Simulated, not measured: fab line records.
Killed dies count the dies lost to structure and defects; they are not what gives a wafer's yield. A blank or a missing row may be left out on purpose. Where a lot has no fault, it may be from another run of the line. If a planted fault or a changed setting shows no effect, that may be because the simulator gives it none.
Chamber matching	flow n5Finfet	rieDiel-01 running N5_BEOL_M0_CUTY_ETCH_62: 4 sister chambers
The step etches SiARC in CF4, time 58.5 s. 20 wafers are shown with their chamber, then 10 later ones without.

WAFERS WITH THEIR CHAMBER
wafer	chamber	drypumpMotorCurrentA (A)	showerheadPlenumPTorr (Torr)	throttleValvePct (%)
L075.1	1	5.1	2.28	15.46
L075.4	0	5.8	2.16	15.46
L075.5	2	5.3	2.28	15.40
L079.4	0	5.7	2.16	15.46
L079.5	0	5.7	2.16	15.45
L079.6	3	6.3	2.11	15.50
L081.1	2	5.3	2.28	15.40
L081.4	3	6.3	2.11	15.54
L081.5	0	5.7	2.16	15.47
L082.1	3	6.3	2.10	15.54
L082.5	1	5.1	2.27	15.48
L082.6	0	5.8	2.16	15.49
L086.1	0	5.7	2.16	15.49
L086.4	1	5.1	2.27	15.49
L086.5	3	6.3	2.10	15.56
L085.3	1	5.1	2.27	15.52
L085.4	3	6.3	2.10	15.55
L085.5	3	6.3	2.10	15.56
L089.3	3	6.3	2.10	15.56
L089.4	2	5.3	2.27	15.42

SIGNATURES (means of the wafers above)
reading	chamber 0	chamber 1	chamber 2	chamber 3	scatter within a chamber
drypumpMotorCurrentA	5.733	5.100	5.300	6.300	0.0289
showerheadPlenumPTorr	2.1600	2.2725	2.2767	2.1029	0.00422
throttleValvePct	15.4700	15.4875	15.4067	15.5443	0.0199
Rule: for each reading, subtract the chamber's mean from the wafer's reading, divide by that reading's scatter and square the result; add these up over the readings and take the root, which gives the wafer's distance from the chamber. The wafer belongs to the nearest chamber; if the next one is less than 2 further off, it can't be placed. The scatter: take each reading less its chamber's mean, square it, sum over the shown wafers, divide by the number of wafers less the number of chambers, and take the root.

WAFERS WHOSE CHAMBER IS MISSING
wafer	drypumpMotorCurrentA (A)	showerheadPlenumPTorr (Torr)	throttleValvePct (%)
L089.6	5.1	2.27	15.53
L093.2	6.3	2.10	15.59
L093.3	5.1	2.27	15.53
L093.4	5.8	2.15	15.52
L094.2	5.4	2.27	15.45
L094.4	5.8	2.15	15.52
L094.5	6.3	2.10	15.59
L095.1	6.3	2.10	15.62
L095.3	5.1	2.27	15.54
L095.6	5.7	2.15	15.53

THE CHAMBER EACH PASSED THROUGH
wafer	from the rows above	in truth
L089.6	1	1
L093.2	3	3
L093.3	1	1
L093.4	0	0
L094.2	2	2
L094.4	0	0
L094.5	3	3
L095.1	3	3
L095.3	1	1
L095.6	0	0
Placed correctly: 10 of 10. Left unplaced by these rows: 0. Number placed wrongly: 0.
